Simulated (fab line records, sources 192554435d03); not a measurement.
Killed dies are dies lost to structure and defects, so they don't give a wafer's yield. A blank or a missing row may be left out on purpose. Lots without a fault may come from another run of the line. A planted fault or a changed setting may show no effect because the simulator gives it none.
fab line records | flow n5_finfet
record lots=7 wafers=21
route steps=1938 shown BEOL_M3@958 BEOL_M5@1112 BEOL_M6@1212 BEOL_M7@1299 BEOL_M9@1405
start_h: hours from the record's first day to the start of the lot's first wafer shown | wait_h: hours since the lot's step before | " the same as in the row above | L1.1+2: a row that stands for several wafers | - no value, or no start given | * or withheld: withheld | < > ~ a bound
route shown NAME@n: a module of which the file shows steps, and the number in the route of the first | usual: mean/standard deviation of fault-free wafers | same: alike in all rows | chamber/n: place in a boat | sites: the reading at each site | _std_site: their standard deviation | _edge_site: outer sites' mean less inner sites' | radius_mm: how far each site lies from the wafer's centre | mask NAME#n: copy n | behind: the tool/chamber that last shaped the wafer | hold: why the lot was held/for how many hours/how that ended | device: the transistor (n, p or np) that didn't switch | end of line: the same wafers' tests at the end of the route | a step without rows: its recipe alone | killed: dies lost to structure and defects at the first sort, not the wafer's yield | map: a wafer's dies, x killed, . not, _ none there
set.NAME: the setting as run; set.NAME@STEP: as run at that earlier step | model.NAME: the simulator's own value behind a step, which no gauge read
lots whose settings were changed on purpose; a table a step, a row a wafer
## steps
# step N5_BEOL_M3_COAT_68
# recipe resist=SiARC temp_c=220 time_s=60 spin_rpm=1500 resist_thk_nm=12
# columns lot.wafer tool chamber start_h wait_h set.spin_rpm model.SiARC_of_BEOL_M3_COAT_68.thk_nm
L077.3 litho_track-01 0 - - 1348 12.6
L077.5+6 " 0 " " 1500 12
L078.1 litho_track-05 0 - - 1616 11.6
L078.2+4 " 0 " " 1500 12
L079.1+6 litho_track-03 0 - - 1500 12
L079.2 " 0 " " 1587 11.6
L082.4+5 litho_track-01 0 - - 1500 12
L082.6 " 0 " " 1661 11.4
L085.2+3+6 litho_track-01 0 - - 1500 12
L088.3+5 litho_track-01 0 - - 1500 12
L088.4 " 0 " " 1617 11.6
L090.4+5+6 litho_track-01 0 - - 1500 12
# step N5_BEOL_M3_COAT_76
# recipe resist=underlayer temp_c=205 time_s=60 spin_rpm=1500 resist_thk_nm=5
# step N5_BEOL_M3_COAT_22
# recipe resist=CAR-EUV spin_rpm=1500 resist_thk_nm=30
# step N5_BEOL_M3_DESCUM_33
# recipe chemistry=O2 time_s=7 source_power_w=50 bias_power_w=20 pressure_mtorr=20 rf_frequency_hz=2.712e+07 temp_c=40 resist=CAR-EUV o2_flow_sccm=225
# step N5_BEOL_M3_ETCH_77
# recipe chemistry=N2/H2 target=underlayer target_depth_a=65 mask_material=CAR-EUV time_s=5.2 ion_energy_ev=200 pressure_mtorr=30 source_w=840 bias_w=150 n2_flow_sccm=200 h2_flow_sccm=200 ends=cleared
# step N5_BEOL_M3_ETCH_69
# recipe chemistry=CF4 target=SiARC target_depth_a=156 mask_material=CAR-EUV time_s=26 ion_energy_ev=80 pressure_mtorr=40 source_w=545 bias_w=36 Ar_flow_sccm=100 cf4_flow_sccm=100 ends=cleared
# columns lot.wafer tool chamber start_h wait_h set.spin_rpm@BEOL_M3_COAT_68 model.etch.depth_nm
L077.3 rie_diel-06 3 162.58 0.0 1348 12.61
L077.5+6 " 2,3 " " 1500 11.96
L078.1 rie_diel-02 3 171.49 0.0 1616 11.57
L078.2 " 0 " " 1500 12.02
L078.4 " 2 " " 1500 11.96
L079.1 rie_diel-02 0 172.68 0.0 1500 11.96
L079.2 " 1 " " 1587 11.62
L079.6 " 1 " " 1500 11.98
L082.4 rie_diel-05 1 186.68 0.0 1500 11.96
L082.5 " 0 " " 1500 11.98
L082.6 " 1 " " 1661 11.35
L085.2 rie_diel-05 2 213.53 0.0 1500 11.97
L085.3+6 " 1 " " 1500 11.98
L088.3 rie_diel-02 0 228.75 0.0 1500 12.01
L088.4 " 2 " " 1617 11.55
L088.5 " 1 " " 1500 11.94
L090.4+5 rie_diel-06 2,3 242.52 0.0 1500 11.97
L090.6 " 0 " " 1500 11.98
# step N5_BEOL_M5_ILD_DEP_00
# recipe material=SiCOH_lowk target_thk_a=1406.4 temp_c=300 precursor=DEMS/porogen pressure_torr=5 rf_w=500 time_s=25.9
# columns lot.wafer tool chamber start_h wait_h set.time_s model.SiCOH_lowk_of_BEOL_M5_ILD_DEP_00.thk_nm
L077.3 pecvd-01 1 182.17 0.5 25.9 141.2
L077.5 " 0 " " 29.03 159.6
L077.6 " 2 " " 25.9 139.4
L078.1 pecvd-03 2 191.31 0.8 27.34 145
L078.2 " 1 " " 27.34 147.6
L078.4 " 0 " " 27.34 147.8
L079.1 pecvd-02 0 196.92 0.8 23.79 131
L079.2 " 1 " " 25.9 140.8
L079.6 " 0 " " 25.9 144.4
L082.4 pecvd-02 0 210.14 0.4 25.9 141
L082.5 " 1 " " 25.9 139.6
L082.6 " 2 " " 22.37 121.4
L085.2 pecvd-03 2 228.69 0.7 25.9 141
L085.3 " 0 " " 25.9 139
L085.6 " 1 " " 25.9 143.6
L088.3 pecvd-01 1 252.37 0.5 25.9 141.8
L088.4 " 2 " " 25.9 138.8
L088.5 " 1 " " 25.9 144
L090.4 pecvd-01 0 259.87 0.4 25.9 142.4
L090.5 " 2 " " 22.16 119.6
L090.6 " 1 " " 25.9 143.4
# step N5_BEOL_M5_CURE_79
# recipe temp_c=385 time_s=240 ambient=He/Ar material=SiCOH_lowk
# columns lot.wafer tool chamber start_h wait_h set.time_s@BEOL_M5_ILD_DEP_00 model.SiCOH_lowk_of_BEOL_M5_ILD_DEP_00.thk_nm
L077.3 uv_cure-03 1 182.56 0.4 25.9 121.4
L077.5 " 1 " " 29.03 137.4
L077.6 " 1 " " 25.9 119.8
L078.1 uv_cure-03 0 191.37 0.0 27.34 124.8
L078.2 " 0 " " 27.34 127
L078.4 " 0 " " 27.34 127.2
L079.1 uv_cure-01 2 196.98 0.0 23.79 112.8
L079.2 " 2 " " 25.9 121.2
L079.6 " 2 " " 25.9 124.2
L082.4 uv_cure-01 2 210.42 0.3 25.9 121.4
L082.5 " 2 " " 25.9 120
L082.6 " 2 " " 22.37 104.4
L085.2 uv_cure-03 1 228.83 0.1 25.9 121.2
L085.3 " 1 " " 25.9 119.6
L085.6 " 1 " " 25.9 123.6
L088.3 uv_cure-02 0 252.59 0.2 25.9 122
L088.4 " 0 " " 25.9 119.4
L088.5 " 0 " " 25.9 124
L090.4 uv_cure-02 0 260.15 0.3 25.9 122.4
L090.5 " 0 " " 22.16 102.8
L090.6 " 0 " " 25.9 123.4
# step N5_BEOL_M5_THK_MEAS_01
# recipe reads=SiCOH_lowk_of_BEOL_M5_ILD_DEP_00
# usual M5_ILD_THK=120.2/1.8
# columns lot.wafer tool chamber start_h wait_h set.time_s@BEOL_M5_ILD_DEP_00 M5_ILD_THK[nm]
L077.3 film_metro-01 - 183.24 0.5 25.9 121.4
L077.5 " - " " 29.03 137.4
L077.6 " - " " 25.9 119.8
L078.1 film_metro-01 - 191.88 0.4 27.34 124.7
L078.2 " - " " 27.34 127.2
L078.4 " - " " 27.34 127.1
L079.1 film_metro-02 - 197.49 0.4 23.79 112.8
L079.2 " - " " 25.9 121.2
L079.6 " - " " 25.9 124.3
L082.4 film_metro-01 - 210.70 0.2 25.9 121.2
L082.5 " - " " 25.9 120.1
L082.6 " - " " 22.37 104.3
L085.2 film_metro-01 - 229.26 0.4 25.9 121.4
L085.3 " - " " 25.9 119.6
L085.6 " - " " 25.9 123.6
L088.3 film_metro-02 - 252.95 0.3 25.9 122.1
L088.4 " - " " 25.9 119.4
L088.5 " - " " 25.9 123.9
L090.4 film_metro-02 - 260.42 0.2 25.9 122.5
L090.5 " - " " 22.16 102.8
L090.6 " - " " 25.9 123.4
# step N5_BEOL_M5_HM_DEP_02
# recipe material=TiN target_thk_a=200 temp_c=25 chamber_pressure_pa=0.49996
# columns lot.wafer tool chamber start_h wait_h set.target_thk_a model.TiN_of_BEOL_M5_HM_DEP_02.thk_nm
L077.3 pvd_sputter-01 - 184.52 1.2 200 19.8
L077.5 " - " " 200 19.6
L077.6 " - " " 200 20
L078.1+2 pvd_sputter-03 - 191.98 0.0 217.7 21.4
L078.4 " - " " 200 20
L079.1 pvd_sputter-01 - 198.08 0.5 200 20.2
L079.2 " - " " 218.2 21.6
L079.6 " - " " 218.2 21.8
L082.4 pvd_sputter-03 - 210.79 0.0 200 20
L082.5+6 " - " " 200 20.2
L085.2+3 pvd_sputter-03 - 230.57 1.3 200 20
L085.6 " - " " 200 20.2
L088.3 pvd_sputter-03 - 254.49 1.5 219.9 22
L088.4 " - " " 219.9 22.4
L088.5 " - " " 200 19.6
L090.4+5 pvd_sputter-03 - 261.30 0.8 200 20.2
L090.6 " - " " 200 19.4
# step N5_BEOL_M5_COAT_59
# recipe resist=SOC temp_c=250 time_s=60 spin_rpm=1500 resist_thk_nm=60
# step N5_BEOL_M5_COAT_60
# recipe resist=SiARC temp_c=220 time_s=60 spin_rpm=1500 resist_thk_nm=12
# step N5_BEOL_M5_STRIP_73
# recipe chemistry=N2/H2 temp_c=40 n2_flow_sccm=200 h2_flow_sccm=200 rf_frequency_hz=6e+07
# step N5_BEOL_M5_STRIP_64
# recipe chemistry=CF4 resist=SiARC power_w=300 bias_power_w=75 pressure_mtorr=50 cf4_flow_sccm=150 rf_frequency_hz=6e+07
# step N5_BEOL_M5_HM_OPEN_17
# recipe chemistry=Cl2/BCl3 target_depth_a=200 overetch_a=60 target=TiN mask_material=SOC ion_energy_ev=150 pressure_mtorr=10 icp_w=1000 bias_w=126 Cl2_flow_sccm=53.25 bcl3_flow_sccm=21.75 Ar_flow_sccm=25
# columns lot.wafer tool chamber start_h wait_h set.target_thk_a@BEOL_M5_HM_DEP_02 model.etch.depth_nm
L077.3 rie_metal-01 0 185.31 0.1 200 19.72
L077.5 " 1 " " 200 19.58
L077.6 " 0 " " 200 20.02
L078.1 rie_metal-03 0 192.88 0.0 217.7 21.5
L078.2 " 1 " " 217.7 21.43
L078.4 " 0 " " 200 20.08
L079.1 rie_metal-02 0 198.96 0.0 200 20.24
L079.2 " 1 " " 218.2 21.66
L079.6 " 1 " " 218.2 21.81
L082.4 rie_metal-03 1 211.66 0.1 200 20.02
L082.5 " 1 " " 200 20.27
L082.6 " 0 " " 200 20.14
L085.2 rie_metal-01 0 231.58 0.0 200 19.94
L085.3 " 1 " " 200 20.04
L085.6 " 1 " " 200 20.27
L088.3 rie_metal-03 1 255.33 0.1 219.9 22.06
L088.4 " 0 " " 219.9 22.36
L088.5 " 0 " " 200 19.68
L090.4 rie_metal-01 0 262.10 0.1 200 20.2
L090.5 " 1 " " 200 20.16
L090.6 " 0 " " 200 19.5
# step N5_BEOL_M5_STRIP_19
# recipe chemistry=O2 power_w=400 temp_c=40 pressure_mtorr=30 rf_frequency_hz=6e+07 bias_power_w=0 overash_fraction=0.2 o2_flow_sccm=225
# step N5_BEOL_M5_STRIP_85
# recipe chemistry=C4F6/O2 resist=SiARC rf_frequency_hz=6e+07
# step N5_BEOL_M5_STRIP_36
# recipe chemistry=N2/H2 power_w=450 temp_c=40 pressure_mtorr=20 rf_frequency_hz=6e+07 overash_fraction=0.3 bias_power_w=7 h2_frac=0.5 n2_flow_sccm=200 h2_flow_sccm=200
# step N5_BEOL_M5_TRENCH_ETCH_37
# recipe chemistry=C4F6/O2 target_depth_a=716.52 target=SiCOH_lowk time_s=24.7 ion_energy_ev=250 pressure_mtorr=30 source_w=345 bias_w=185 Ar_flow_sccm=300 C4F6_flow_sccm=10 O2_flow_sccm=10
# columns lot.wafer tool chamber start_h wait_h set.target_thk_a@BEOL_M5_HM_DEP_02 model.TiN_of_BEOL_M5_HM_DEP_02.thk_nm
L077.3+5 rie_diel-05 0,1 - - 200 17.6
L077.6 " 0 " " 200 18
L078.1+2 rie_diel-05 0,3 - - 217.7 19.4
L078.4 " 2 " " 200 18
L079.1 rie_diel-06 0 - - 200 18.2
L079.2+6 " 3,0 " " 218.2 19.6
L082.4+6 rie_diel-06 0 - - 200 18
L082.5 " 3 " " 200 18.2
L085.2 rie_diel-05 3 - - 200 17.8
L085.3 " 1 " " 200 18
L085.6 " 3 " " 200 18.2
L088.3 rie_diel-06 0 - - 219.9 20
L088.4 " 2 " " 219.9 20.2
L088.5 " 3 " " 200 17.6
L090.4+5 rie_diel-06 0,1 - - 200 18
L090.6 " 0 " " 200 17.4
# step N5_BEOL_M6_ETCH_62
# recipe chemistry=N2/H2 target=SOC target_depth_a=1100 overetch_a=220 mask_material=SiARC temp_c=40 time_s=165 ion_energy_ev=200 pressure_mtorr=30 source_w=840 bias_w=150 n2_flow_sccm=200 h2_flow_sccm=200
# columns lot.wafer tool chamber start_h wait_h set.time_s
L077.3+5+6 rie_diel-01 0,3,0 198.49 0.0 165
L078.1+4 rie_diel-01 1,3 204.25 0.0 193.3
L078.2 " 2 " " 165
L079.1+2 rie_diel-03 2,0 208.66 0.0 165
L079.6 " 0 " " 179.7
L082.4+5 rie_diel-01 1,0 224.53 0.0 145.1
L082.6 " 3 " " 165
L085.2+3+6 rie_diel-03 1,2,3 244.48 0.0 165
L088.3+4 rie_diel-03 1,2 266.24 0.0 165
L088.5 " 3 " " 179.1
L090.4+5+6 rie_diel-04 0,2,3 278.94 0.0 165
# step N5_BEOL_M6_STRIP_68
# recipe chemistry=N2/H2 temp_c=40 n2_flow_sccm=200 h2_flow_sccm=200 rf_frequency_hz=6e+07
# step N5_BEOL_M6_STRIP_67
# recipe chemistry=CF4 resist=SiARC power_w=300 bias_power_w=75 pressure_mtorr=50 cf4_flow_sccm=150 rf_frequency_hz=6e+07
# step N5_BEOL_M6_HM_OPEN_17
# recipe chemistry=Cl2/BCl3 target_depth_a=200 overetch_a=60 target=TiN mask_material=SOC ion_energy_ev=150 pressure_mtorr=10 icp_w=1000 bias_w=126 Cl2_flow_sccm=53.25 bcl3_flow_sccm=21.75 Ar_flow_sccm=25
# columns lot.wafer tool chamber start_h wait_h set.time_s@BEOL_M6_ETCH_62 model.etch.depth_nm
L077.3 rie_metal-03 1 198.70 0.1 165 19.92
L077.5 " 1 " " 165 19.89
L077.6 " 0 " " 165 20.14
L078.1 rie_metal-03 0 204.44 0.0 193.3 17.38
L078.2 " 1 " " 165 20.5
L078.4 " 0 " " 193.3 17.73
L079.1 rie_metal-03 1 208.85 0.0 165 20.17
L079.2 " 0 " " 165 20.25
L079.6 " 1 " " 179.7 18.79
L082.4 rie_metal-01 0 224.75 0.1 145.1 20.4
L082.5 " 0 " " 145.1 19.91
L082.6 " 1 " " 165 19.87
L085.2 rie_metal-03 1 244.67 0.0 165 19.78
L085.3 " 1 " " 165 20.08
L085.6 " 1 " " 165 19.98
L088.3 rie_metal-03 1 266.45 0.1 165 19.92
L088.4 " 0 " " 165 19.67
L088.5 " 1 " " 179.1 18.39
L090.4 rie_metal-01 1 279.15 0.1 165 20.38
L090.5 " 0 " " 165 19.92
L090.6 " 1 " " 165 20.06
# step N5_BEOL_M7_DESCUM_33
# recipe chemistry=O2 time_s=7 source_power_w=50 bias_power_w=20 pressure_mtorr=20 rf_frequency_hz=2.712e+07 temp_c=40 resist=CAR-EUV o2_flow_sccm=225
# columns lot.wafer tool chamber start_h wait_h set.time_s model.CAR-EUV_of_BEOL_M7_COAT_22.thk_nm
L077.3 rie_diel-02 3 209.84 0.0 5.429 26.8
L077.5 " 0 " " 7 26.2
L077.6 " 1 " " 7 26
L078.1+2+4 rie_diel-06 0,2,1 214.72 0.2 8.361 25.2
L079.1 rie_diel-06 0 218.72 0.1 7 26.4
L079.2+6 " 1,2 " " 6.157 26.6
L082.4 rie_diel-06 2 233.76 0.0 7 26
L082.5 " 2 " " 7.89 25.6
L082.6 " 1 " " 7 26.2
L085.2 rie_diel-05 1 253.85 0.0 7 26.2
L085.3+6 " 0,2 " " 7 26
L088.3 rie_diel-02 0 277.75 0.4 8.341 25.6
L088.4 " 1 " " 8.341 25.4
L088.5 " 3 " " 7 26
L090.4+5+6 rie_diel-02 1,1,0 287.35 0.0 7 26
# step N5_BEOL_M7_ETCH_72
# recipe chemistry=N2/H2 target=underlayer target_depth_a=65 mask_material=CAR-EUV time_s=5.2 ion_energy_ev=200 pressure_mtorr=30 source_w=840 bias_w=150 n2_flow_sccm=200 h2_flow_sccm=200 ends=cleared
# columns lot.wafer tool chamber start_h wait_h set.time_s@BEOL_M7_DESCUM_33 model.CAR-EUV_of_BEOL_M7_COAT_22.thk_nm
L077.3 rie_diel-02 3 209.88 0.0 5.429 21
L077.5 " 0 " " 7 20.4
L077.6 " 1 " " 7 20.2
L078.1 rie_diel-06 0 214.76 0.0 8.361 19.6
L078.2+4 " 2,1 " " 8.361 19.4
L079.1 rie_diel-06 0 218.75 0.0 7 20.6
L079.2+6 " 1,2 " " 6.157 20.8
L082.4+6 rie_diel-06 2,1 233.80 0.0 7 20.4
L082.5 " 2 " " 7.89 19.8
L085.2+3+6 rie_diel-05 1,0,2 253.88 0.0 7 20.4
L088.3 rie_diel-02 0 277.79 0.0 8.341 19.8
L088.4 " 1 " " 8.341 19.6
L088.5 " 3 " " 7 20.2
L090.4+5 rie_diel-02 1 287.38 0.0 7 20.2
L090.6 " 0 " " 7 20.4
# step N5_BEOL_M9_HM_DEP_02
# recipe material=TiN target_thk_a=200 temp_c=25 chamber_pressure_pa=0.49996
# columns lot.wafer tool chamber start_h wait_h set.target_thk_a model.TiN_of_BEOL_M9_HM_DEP_02.thk_nm
L077.3+6 pvd_sputter-02 - 223.27 0.5 225.2 22.8
L077.5 " - " " 200 20
L078.1 pvd_sputter-02 - 228.72 0.1 200 20.4
L078.2+4 " - " " 200 20.2
L079.1+6 pvd_sputter-02 - 234.20 2.1 200 20
L079.2 " - " " 200 20.4
L082.4+5 pvd_sputter-03 - 247.30 1.3 200 19.8
L082.6 " - " " 200 19.6
L085.2+6 pvd_sputter-03 - 265.92 0.4 200 19.8
L085.3 " - " " 200 20
L088.3+4 pvd_sputter-02 - 292.58 0.5 200 20.2
L088.5 " - " " 173.3 17.8
L090.4 pvd_sputter-01 - 304.05 2.0 200 19.8
L090.5 " - " " 200 20
L090.6 " - " " 200 19.4
## key
split step=N5_BEOL_M3_COAT_68 setting=spin_rpm stated=1500 by=wafer
response step=N5_BEOL_M3_COAT_68 reading=model.SiARC_of_BEOL_M3_COAT_68.thk_nm change=-0.0566 per=1% r=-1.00
response step=N5_BEOL_M3_ETCH_69 reading=model.etch.depth_nm change=-0.0584 per=1% r=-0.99
split step=N5_BEOL_M5_ILD_DEP_00 setting=time_s stated=25.9 by=wafer
response step=N5_BEOL_M5_ILD_DEP_00 reading=model.SiCOH_lowk_of_BEOL_M5_ILD_DEP_00.thk_nm change=+1.52 per=1% r=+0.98
response step=N5_BEOL_M5_CURE_79 reading=model.SiCOH_lowk_of_BEOL_M5_ILD_DEP_00.thk_nm change=+1.31 per=1% r=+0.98
response step=N5_BEOL_M5_THK_MEAS_01 reading=M5_ILD_THK change=+1.31 per=1% r=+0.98
split step=N5_BEOL_M5_HM_DEP_02 setting=target_thk_a stated=200 by=wafer
response step=N5_BEOL_M5_HM_DEP_02 reading=model.TiN_of_BEOL_M5_HM_DEP_02.thk_nm change=+0.2 per=1% r=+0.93
response step=N5_BEOL_M5_HM_OPEN_17 reading=model.etch.depth_nm change=+0.196 per=1% r=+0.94
response step=N5_BEOL_M5_TRENCH_ETCH_37 reading=model.TiN_of_BEOL_M5_HM_DEP_02.thk_nm change=+0.192 per=1% r=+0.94
split step=N5_BEOL_M6_ETCH_62 setting=time_s stated=165 by=wafer
response step=N5_BEOL_M6_HM_OPEN_17 reading=model.etch.depth_nm change=-0.133 per=1% r=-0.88
split step=N5_BEOL_M7_DESCUM_33 setting=time_s stated=7 by=wafer
response step=N5_BEOL_M7_DESCUM_33 reading=model.CAR-EUV_of_BEOL_M7_COAT_22.thk_nm change=-0.0289 per=1% r=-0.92
response step=N5_BEOL_M7_ETCH_72 reading=model.CAR-EUV_of_BEOL_M7_COAT_22.thk_nm change=-0.03 per=1% r=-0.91
split step=N5_BEOL_M9_HM_DEP_02 setting=target_thk_a stated=200 by=wafer
response step=N5_BEOL_M9_HM_DEP_02 reading=model.TiN_of_BEOL_M9_HM_DEP_02.thk_nm change=+0.2 per=1% r=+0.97
